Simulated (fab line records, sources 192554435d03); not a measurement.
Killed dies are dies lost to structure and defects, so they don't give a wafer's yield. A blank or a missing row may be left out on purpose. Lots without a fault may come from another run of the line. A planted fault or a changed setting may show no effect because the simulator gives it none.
A struck lot beside a sound one | flow n5_finfet | 16 steps out of a route of 1938
Sound: wafers L681.1, L681.4, L681.5. Struck: wafer L687.6. (L687.1 of the same lot was not struck and is left out.) The cause comes at the end.
At each step with rows: each side's tool, then ch and its chambers, then its first start. Under that, the readings that differ: sound wafers | struck wafers | difference of the means | sigmas: that difference in standard deviations of wafers without a fault.
alike: readings whose means differ by less than 2 such deviations, and words and numbers that are the same on both sides. not compared: withheld readings, readings that some wafer has no value for, bounds like >300 that may hide the same value, and numbers for which the record gives no deviation and whose values overlap.
The two part at a step that has a row with sigmas, a row that says differs or no value, or rows on one side only. Numbers that don't overlap but have no deviation are shown without sigmas and don't part them. A reading that every wafer of one side lacks parts them only if that side has two wafers or more.

first, 9 steps without rows for these wafers: N5_BEOL_M0_SAQP_COAT_34 (resist thk 30 nm); N5_BEOL_M0_SAQP_EBR_36; N5_BEOL_M0_SAQP_SOFTBAKE_35 (time 60 s); N5_BEOL_M0_SAQP_EXPOSE_37 (exposes mask M0 CUT1, target cd 30 nm); N5_BEOL_M0_SAQP_PEB_38 (peb time 60 s); N5_BEOL_M0_SAQP_DEVELOP_39 (develop time 30 s); N5_BEOL_M0_SAQP_DESCUM_45 (chemistry O2, time 7 s); N5_BEOL_M0_SAQP_ETCH_88 (etches underlayer in N2/H2, target depth 6.5 nm, time 5.2 s); N5_BEOL_M0_SAQP_ETCH_73 (etches SiARC in CF4, target depth 19.5 nm, time 32.5 s).
N5_BEOL_M0_SAQP_CUT_ETCH_46: etches SOC in N2/H2, target depth 135 nm, overetch 27 nm, time 202.5 s.
  sound on rie_diel-03 ch 1,3, day 7 05:04; struck on rie_diel-03 ch 1, day 8 12:21
  reading                                         | sound       | struck | difference | sigmas
  model.SiARC_of_BEOL_M0_SAQP_COAT_72.thk_nm (nm) | 5.4 4.6 5.4 | 2.8    | -2.3       |
  model.BEOL_M0_SAQP.cd_nm (nm)                   | 29 29.6 29  | 30.8   | +1.6       |
  alike: bias_w, drypump_motor_current_A, rf_vpp_V, showerhead_plenum_p_Torr, temp_c, throttle_valve_pct
  not compared: rf_hours_counter_h
then, 3 steps without rows for these wafers: N5_BEOL_M0_SAQP_STRIP_74 (strips in N2/H2); N5_BEOL_M0_SAQP_STRIP_89 (strips in N2/H2); N5_BEOL_M0_SAQP_ALD_48 (deposits SiO2, target thk 20 nm, pulse time 1 s, co reactant pulse time 1 s).
N5_BEOL_M0_SAQP_ETCH_49: etches SiO2 in CF4/O2, target depth 37 nm.
  sound on rie_diel-05 ch 0,2,3, day 7 05:52; struck on rie_diel-05 ch 0, day 8 13:20
  reading                       | sound             | struck | difference | sigmas
  oes_product_au (a.u.)         | 0.92 0.68 0.71    | 0.98   | +0.21      | +3
  throttle_valve_pct (%)        | 15.72 15.82 16.15 | 15.36  | -0.54      | -2
  model.BEOL_M0_SAQP.cd_nm (nm) | 29 29.6 29        | 30.6   | +1.4       |
  alike: bias_w, drypump_motor_current_A, rf_vpp_V, showerhead_plenum_p_Torr
  not compared: rf_hours_counter_h
then, 1 step without rows for these wafers: N5_BEOL_M0_SAQP_STRIP_75 (strips in CF4).
-- the record jumps here: 3 days lie between the struck wafers' starts before and after (it left off in module BEOL_M0_SAQP and takes up again in module BEOL_M4, whose first step shown is number 1111 of the route) --
N5_BEOL_M4_RC_MEAS_101:
  sound on prober-02 ch 0, day 9 23:12; struck on prober-01 ch 0, day 11 02:36
  reading        | sound          | struck | difference | sigmas
  DIBL_N (mV/V)  | 37.3 33.7 34.7 | 41.2   | +6.0       | +3
  DIBL_P (mV/V)  | 37.3 32.7 33.7 | 41.1   | +6.5       | +3
  IOFF_P (nA/um) | 0.21 0.15 0.16 | 0.26   | +0.09      | +2
  ION_N (uA/um)  | 681 669 668    | 698    | +25        | +2
  SS_P (mV/dec)  | 73.5 73.0 72.6 | 74.8   | +1.8       | +3
  alike: IOFF_N, ION_P, SS_N, VT_N, VT_P

WHERE THEY PART
First at N5_BEOL_M0_SAQP_ETCH_49; last, within this record, at N5_BEOL_M4_RC_MEAS_101.

WHY: what the simulator had put in
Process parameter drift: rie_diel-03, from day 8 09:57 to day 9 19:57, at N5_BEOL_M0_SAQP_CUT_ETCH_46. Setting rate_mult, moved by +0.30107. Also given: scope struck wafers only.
